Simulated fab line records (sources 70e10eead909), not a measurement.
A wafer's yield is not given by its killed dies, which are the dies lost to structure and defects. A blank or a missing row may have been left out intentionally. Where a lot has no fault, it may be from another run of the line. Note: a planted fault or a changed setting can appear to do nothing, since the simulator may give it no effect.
Comparing a struck lot with a sound one -- flow nandHarc -- 24 steps out of a route of 1302
Sound: wafers L151.1, L151.4, L151.5. The struck wafers were L147.2, L147.3, L147.4. The cause is named last.
For every step that has rows: the tool of each side, followed by ch and its chambers, followed by its first start. Under that, the readings that differ: sound wafers -- struck wafers -- difference of the means -- sigmas: that difference in standard deviations of wafers without a fault.
alike: same words and numbers on both sides, and readings whose means sit less than 2 such deviations apart. not compared: any withheld reading, any reading some wafer has no value for, any bound like >300 that may hide the same value, and any number with overlapping values for which the record gives no deviation.
The two part at a step that has a row with sigmas, a row that says differs or no value, or rows on one side only. Non-overlapping numbers with no deviation appear without sigmas and do not part them. A reading missing from all wafers of one side parts the sides only when that side holds two or more wafers.

first, 10 steps without rows for these wafers: NHARC_A_CHANNEL_HOLE_D2_DESCUM_15 (chemistry O2, time 3 s); NHARC_A_CHANNEL_HOLE_D2_ETCH_38 (etches the open film in CF4, target depth 39 nm, time 65 s); NHARC_A_CHANNEL_HOLE_D2_ETCH_39 (etches the open film in N2/H2, target depth 260 nm, time 325 s); NHARC_A_CHANNEL_HOLE_D2_ETCH_34 (etches the open film in CF4/CHF3, target depth 154 nm, time 77 s); NHARC_A_CHANNEL_HOLE_D2_ETCH_16 (etches the open film in O2/COS, target depth 3100 nm, time 806 s); NHARC_A_CHANNEL_HOLE_D2_ETCH_19 (etches the open film in C4F8/O2/Ar, time 34.5 s); NHARC_A_CHANNEL_HOLE_D2_ETCH_20 (etches the open film in C4F8/O2/Ar, time 361.9 s, target depth 1600 nm); NHARC_A_CHANNEL_HOLE_D2_ETCH_21 (etches the open film in C4F8/O2/Ar, time 514.3 s, target depth 1600 nm); NHARC_A_CHANNEL_HOLE_D2_ETCH_22 (etches the open film in C4F8/O2/Ar, time 666.7 s, target depth 1600 nm); NHARC_A_CHANNEL_HOLE_D2_ETCH_23 (etches the open film in C4F8/O2/Ar, time 819 s, target depth 1600 nm).
NHARC_A_CHANNEL_HOLE_D2_ETCH_24: etches the open film in C4F8/O2/Ar, time 906.2 s, target depth 1500 nm.
  sound on harEtch-02 ch 0,1, day 22 17:50; struck on harEtch-01 ch 0,1, day 20 14:19
  no value came back on the struck wafers for any of 5 readings (c4f8FlowSccm (sccm), chamberPressureMTorr (mTorr) and others); on the sound wafers c4f8FlowSccm (sccm) reads 94.14 93.77 93.71
  not compared: rfHoursCounterH
then, 6 steps without rows for these wafers: NHARC_A_CHANNEL_HOLE_D2_ETCH_25 (etches the open film in C4F8/O2/Ar, time 1040.2 s, target depth 1500 nm); NHARC_A_CHANNEL_HOLE_D2_ETCH_26 (etches the open film in C4F8/O2/Ar, time 224.1 s, target depth 300 nm); NHARC_A_CHANNEL_HOLE_D2_ETCH_27 (etches the open film in C4F8/O2/Ar, time 90 s, target depth 400 nm); NHARC_A_CHANNEL_HOLE_D2_STRIP_41 (strips in N2/H2); NHARC_A_CHANNEL_HOLE_D2_STRIP_42 (strips in CF4/CHF3); NHARC_A_CHANNEL_HOLE_D2_STRIP_43 (strips in O2/COS).
NHARC_A_CHANNEL_HOLE_D2_ETCH_44: etches the open film in CF4/O2, target depth 140 nm, overetch 14 nm, time 77 s.
  sound on rieDiel-02 ch 1,2,3, day 22 20:26; struck on rieDiel-02 ch 1,2,3, day 20 16:49
reading,sound,struck,difference,sigmas
model.A_CHANNEL_HOLE_D2.cdNm (nm),90.07 89.81 90.39,98.52 96.39 100,+8.21,
  alike: biasW, cf4FlowSccm, drypumpMotorCurrentA, oesProductAu, rfVppV, showerheadPlenumPTorr, throttleValvePct
  not compared: rfHoursCounterH
then, 3 steps without rows for these wafers: NHARC_A_CHANNEL_HOLE_D2_STRIP_28 (strips in O2); NHARC_A_CHANNEL_HOLE_D2_PRECLEAN_29 (cleans in SC1); NHARC_A_CHANNEL_HOLE_D2_SRD_30.
NHARC_A_CHANNEL_HOLE_D2_CD_MEAS_31:
  sound: cdSem-03 at day 22 21:14; struck: cdSem-03 at day 20 17:44
reading,sound,struck,difference,sigmas
cdNm (nm),90.8 89.8 90.7,0.7 -0.4 -0.1,-90.4,-82
NHARC_A_CHANNEL_HOLE_D2_XSEM_32:
  sound on xsem-01 ch 0, day 22 21:19; struck on xsem-02 ch 0, day 20 17:49
reading,sound,struck,difference,sigmas
botCdNm (nm),75.2 74.8 75.2,0.0 0.0 0.0,-75.1,-63
bowNm (nm),8.52 8.46 8.56,0.40 0.40 0.40,-8.11,-31
  alike: tiltDeg
-- the record jumps here: 12 days lie between the struck wafers' starts before and after (it left off in module A_CHANNEL_HOLE_D2 and takes up again in module END, whose first step shown is number 1302 of the route) --
NHARC_END_SORT_01:
  sound on prober-02 ch 0, day 33 22:57; struck on prober-01 ch 0, day 32 08:01
reading,sound,struck,difference,sigmas
killedAtArray,34 42 48,668 674 676,+631,+33
killedDies,39 46 51,677 677 677,+632,+32
  alike: killedAtOther, killedAtPeriphery, killedOpen, killedShort

== WHERE THEY PART ==
At NHARC_A_CHANNEL_HOLE_D2_ETCH_24 first; at NHARC_END_SORT_01 last (within this record only).

WHY: the cause the simulator had injected
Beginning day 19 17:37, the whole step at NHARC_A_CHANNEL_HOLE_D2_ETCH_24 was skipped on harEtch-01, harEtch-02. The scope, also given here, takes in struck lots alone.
